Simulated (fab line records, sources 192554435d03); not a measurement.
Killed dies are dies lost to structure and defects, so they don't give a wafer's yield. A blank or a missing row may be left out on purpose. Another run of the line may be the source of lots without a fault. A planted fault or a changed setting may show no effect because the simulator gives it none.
fab line records | flow n5-finfet
[record] lots = 11 wafers = 33 last-day = 19
route steps=1938 shown MIM_TOP@1837 MIM_BOT_LITHO@1860 MIM_BOT_ETCH@1868 PASS1_CAP@1873
lots with no fault: from the same line, run without faults
start-h: start of the lot's first displayed wafer, in hours after the record's first day | wait-h: hours from the lot's prior step to this one | " repeats the value in the row above | L1.1+2: several wafers, shown together as one row | - either no value or no given start | * or withheld: withheld | < > ~ a bound
route shown NAME@n: names a module that has steps shown in the file, with the first one's number in the route | usual: mean/standard deviation of fault-free wafers | same: alike in all rows | chamber/n: place in a boat | sites: readings site by site | _std_site: standard deviation across them | _edge_site: the outer-site mean with the inner-site mean subtracted | radius-mm: for every site, how far away it sits from the centre of the wafer | mask NAME#n: copy n | behind: tool/chamber where the wafer was last shaped | hold: the reason the lot was held/the length of the hold in hours/how it ended | device: whichever transistor did not switch (one of n, p or np) | end of line: tests of these same wafers at the route's end | for a step that has no rows: nothing shown but its recipe | killed: not the wafer's yield, but the dies lost to structure and defects at the first sort | map: the dies of a wafer, with x for killed, . for not killed, _ for no die there
set.NAME: the setting that was run; set.NAME@STEP: the one run at that earlier step | model.NAME: the simulator's own value behind a step, which no gauge read
steps of the route over a sample of lots; a table a step, a row a wafer
services: from which hour (start-h, from the record's first day; less than 0 if before it) a tool's chamber was out of use, for how many hours, and why
[[steps]]
[step N5_MIM_TOP_DEGAS_04]
[recipe] ambient = vacuum temp-c = 300 time-s = 60
[usual] heater-power-w = 426/49
[same] time-s = 60
// columns lot.wafer tool chamber start-h wait-h heater-power-w
L879.1 pvd-sputter-02 - 296.41 - 520
L879.3 " - " " 450
L879.6 " - " " 456
L881.1 pvd-sputter-02 - 312.48 - 397
L881.4 " - " " 380
L881.5 " - " " 450
L882.1 pvd-sputter-03 - 327.67 - 397
L882.4 " - " " 368
L882.5 " - " " 372
L880.2 pvd-sputter-01 - 330.00 - 487
L880.4 " - " " 441
L880.6 " - " " 418
L884.1 pvd-sputter-03 - 342.79 - 480
L884.4 " - " " 385
L884.6 " - " " 406
L885.1 pvd-sputter-01 - 352.50 - 448
L885.4 " - " " 491
L885.6 " - " " 497
L888.2 pvd-sputter-01 - 370.74 - 491
L888.4 " - " " 485
L888.6 " - " " 490
L892.1 pvd-sputter-01 - 382.69 - 409
L892.2 " - " " 446
L892.5 " - " " 485
L900.2 pvd-sputter-03 - 440.43 - 371
L900.5 " - " " 382
L900.6 " - " " 399
L901.2 pvd-sputter-03 - 449.33 - 363
L901.4 " - " " 478
L901.5 " - " " 379
L902.2 pvd-sputter-03 - 449.45 - 473
L902.3 " - " " 386
L902.6 " - " " 385
[step N5_MIM_BOT_LITHO_DEVELOP_07]
[recipe] develop-time-s = 60 rinse-liquid = diw dry = air-spin dev-temp-c = 21
// columns lot.wafer tool chamber start-h wait-h
L879.1+3+6 litho-track-01 0 297.87 -
L881.1+4+5 litho-track-05 0 313.73 -
L882.1+4+5 litho-track-01 0 328.84 -
L880.2+4+6 litho-track-05 0 331.31 -
L884.1+4+6 litho-track-01 0 343.84 -
L885.1+4+6 litho-track-05 0 353.94 -
L888.2+4+6 litho-track-05 0 371.95 -
L892.1+2+5 litho-track-05 0 383.98 -
L900.2+5+6 litho-track-01 0 441.94 -
L901.2+4+5 litho-track-02 0 450.70 -
L902.2+3+6 litho-track-02 0 450.74 -
[step N5_MIM_BOT_LITHO_CD_MEAS_08]
[recipe] target-cd-nm = 3000 landing-energy-ev = 500 detector = se-inlens polarity = opening
[usual] cd-nm = 3000.1/1.7
// columns lot.wafer tool chamber start-h wait-h cd-nm
L879.1 cd-sem-03 0 297.98 - 2998.5
L879.3 " 0 " " 2999.1
L879.6 " 0 " " 3001.9
L881.1 cd-sem-02 0 313.85 - 2999.8
L881.4 " 0 " " 2997.8
L881.5 " 0 " " 2997.3
L882.1 cd-sem-02 0 328.96 - 3000.7
L882.4 " 0 " " 2999.0
L882.5 " 0 " " 2999.2
L880.2 cd-sem-02 0 331.43 - 3000.8
L880.4 " 0 " " 2998.9
L880.6 " 0 " " 3001.6
L884.1 cd-sem-01 0 343.95 - 3001.9
L884.4 " 0 " " 2999.3
L884.6 " 0 " " 3001.8
L885.1 cd-sem-01 0 354.05 - 2998.8
L885.4 " 0 " " 2998.4
L885.6 " 0 " " 3001.5
L888.2 cd-sem-01 0 372.06 - 3007.9
L888.4 " 0 " " 3005.4
L888.6 " 0 " " 3007.8
L892.1 cd-sem-02 0 384.09 - 3008.5
L892.2 " 0 " " 3007.6
L892.5 " 0 " " 3008.7
L900.2 cd-sem-02 0 442.06 - 2999.7
L900.5 " 0 " " 3001.5
L900.6 " 0 " " 2999.5
L901.2 cd-sem-02 0 450.82 - 2998.8
L901.4 " 0 " " 2997.9
L901.5 " 0 " " 2998.2
L902.2 cd-sem-01 0 450.86 - 2997.8
L902.3 " 0 " " 2997.8
L902.6 " 0 " " 2998.2
[step N5_MIM_BOT_ETCH_ETCH_00]
[recipe] chemistry = Cl2/BCl3 target = TiN target-depth-a = 455 ion-energy-ev = 150 pressure-mtorr = 10 icp-w = 1000 bias-w = 126 Cl2_flow_sccm = 53.25 bcl3-flow-sccm = 21.75 Ar_flow_sccm = 25
[usual] drypump-motor-current-A = 5.3/0.38 oes-product-au = 0.81/0.05 throttle-valve-pct = 21.95/0.25
// columns lot.wafer tool chamber start-h wait-h drypump-motor-current-A oes-product-au rf-hours-counter-h throttle-valve-pct
L879.1 rie-metal-02 1 298.34 0.1 5.1 0.86 22 21.95
L879.3 " 0 " " 5.9 0.76 - 21.50
L879.6 " 1 " " 5.1 0.87 - 21.92
L881.1 rie-metal-01 0 314.42 0.1 4.8 0.87 7 22.10
L881.4 " 1 " " 5.5 0.89 - 22.26
L881.5 " 0 " " 4.8 0.88 - 22.09
L882.1 rie-metal-03 1 329.29 0.1 5.4 0.77 45 21.98
L882.4 " 1 " " 5.4 0.78 - 21.98
L882.5 " 1 " " 5.4 0.77 - 21.98
L880.2 rie-metal-03 0 331.79 0.1 5.0 0.84 26 21.73
L880.4 " 1 " " 5.4 0.77 - 22.01
L880.6 " 0 " " 5.0 0.83 - 21.74
L884.1 rie-metal-01 1 344.31 0.1 5.6 0.88 11 22.26
L884.4 " 0 " " 4.8 0.86 - 22.10
L884.6 " 1 " " 5.6 0.89 - 22.26
L885.1 rie-metal-01 0 354.39 0.1 4.8 0.86 9 22.11
L885.4 " 1 " " 5.6 0.88 - 22.27
L885.6 " 1 " " 5.6 0.88 - 22.29
L888.2 rie-metal-02 1 372.40 0.1 5.1 0.83 29 21.96
L888.4 " 0 " " 5.9 0.73 - 21.52
L888.6 " 0 " " 5.9 0.74 - 21.54
L892.1 rie-metal-01 0 384.43 0.1 4.8 0.85 11 22.09
L892.2 " 1 " " 5.6 0.85 14 22.29
L892.5 " 0 " " 4.8 0.84 - 22.12
L900.2 rie-metal-02 1 443.09 0.1 5.1 0.82 35 21.97
L900.5 " 0 " " 5.9 0.71 - 21.56
L900.6 " 1 " " 5.1 0.81 - 21.97
L901.2 rie-metal-03 1 451.15 0.1 5.4 0.75 56 22.02
L901.4 " 0 " " 5.0 0.81 - 21.74
L901.5 " 0 " " 5.0 0.80 - 21.75
L902.2 rie-metal-01 1 451.19 0.1 5.6 0.85 21 22.28
L902.3 " 1 " " 5.5 0.84 - 22.27
L902.6 " 1 " " 5.6 0.84 - 22.30
[step N5_PASSIVATION_PECVD_55]
[recipe] material = SiO2 target-thk-a = 4000 temp-c = 400 precursor = SiH4/N2O pressure-torr = 2.7 rf-w = 608 time-s = 22.5
[usual] heater-power-w = 643/86 showerhead-plenum-p-Torr = 8.22/0.13 throttle-valve-pct = 51/3.4
[same] time-s = 22.5
// columns lot.wafer tool chamber start-h wait-h heater-power-w showerhead-plenum-p-Torr throttle-valve-pct
L879.1 pecvd-02 2 298.99 0.0 783 8.25 53
L879.3 " 0 " " 591 8.22 53
L879.6 " 1 " " 597 8.02 49
L881.1 pecvd-02 2 315.06 0.0 645 8.26 53
L881.4 " 0 " " 606 8.25 53
L881.5 " 2 " " 685 8.23 53
L882.1 pecvd-03 1 329.93 0.0 536 8.08 54
L882.4 " 0 " " 801 8.12 53
L882.5 " 2 " " 566 8.29 47
L880.2 pecvd-03 1 332.43 0.0 498 8.08 54
L880.4 " 2 " " 589 8.29 47
L880.6 " 0 " " 814 8.15 53
L884.1 pecvd-02 0 344.96 0.0 564 8.23 53
L884.4 " 0 " " 573 8.24 53
L884.6 " 2 " " 782 8.25 53
L885.1 pecvd-01 1 355.15 0.0 572 8.48 57
L885.4 " 2 " " 720 8.29 47
L885.6 " 1 " " 601 8.50 57
L888.2 pecvd-03 0 373.59 0.0 701 8.13 53
L888.4 " 2 " " 644 8.26 47
L888.6 " 0 " " 730 8.14 53
L892.1 pecvd-01 0 385.15 0.0 590 8.19 49
L892.2 " 2 " " 674 8.29 47
L892.5 " 2 " " 695 8.26 47
L900.2 pecvd-03 0 443.77 0.0 668 8.13 53
L900.5 " 0 " " 747 8.13 53
L900.6 " 2 " " 579 8.25 48
L901.2 pecvd-03 1 452.00 0.0 570 8.09 54
L901.4 " 1 " " 581 8.12 54
L901.5 " 0 " " 802 8.12 53
L902.2 pecvd-02 1 452.02 0.0 529 7.99 46
L902.3 " 2 " " 828 8.25 54
L902.6 " 2 " " 662 8.24 54
[[services]]
// columns tool chamber start-h hours kind
pecvd-02 0 273.39 5.5 scheduled-down
rie-metal-02 1 279.14 2.2 repair
pecvd-01 - 284.69 6.0 pm
pecvd-03 2 286.05 2.1 scheduled-down
pecvd-03 - 296.50 5.5 pm
pecvd-02 - 308.73 1.0 repair
pecvd-01 2 314.69 2.1 scheduled-down
pecvd-01 2 333.84 5.5 scheduled-down
pecvd-03 - 346.72 1.8 repair
pecvd-02 1 357.81 13.2 repair
pecvd-01 1 374.02 4.6 repair
pecvd-01 - 379.46 1.3 repair
pvd-sputter-02 - 382.94 2.5 repair
pecvd-02 1 383.62 - clean
pecvd-02 1 383.62 - consumable-replace:showerhead
pecvd-02 1 383.62 29.0 scheduled-down
pecvd-02 1 383.62 29.0 vent-cycle
pecvd-02 0 386.27 2.1 scheduled-down
rie-metal-02 - 393.96 1.2 repair
pecvd-03 2 395.78 5.5 scheduled-down
litho-track-01 - 406.44 - consumable-replace:filter
rie-metal-02 - 409.72 1.9 repair
pecvd-01 - 426.48 2.4 repair
pecvd-03 1 442.64 2.1 repair
[[key]]
[first-sign] step = N5_MIM_BOT_LITHO_CD_MEAS_08 reading = cd-nm direction = up sigmas = 4.3 usual = 3000.1 struck = 3007.6
effect none on later readings
met-at N5_MIM_BOT_LITHO_DEVELOP_07
struck-lots L888,L892
not-acting-at N5_MIM_TOP_DEGAS_04,N5_MIM_BOT_ETCH_ETCH_00,N5_PASSIVATION_PECVD_55
onset-between 353.94 371.95
[fault] kind = process-parameter-drift tool = litho-track-05 chamber = - onset-h = 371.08 steps = N5_MIM_BOT_LITHO_DEVELOP_07 channel = develop-time-s offset = * shape = step end-h = 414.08 acts-in = * stated = *
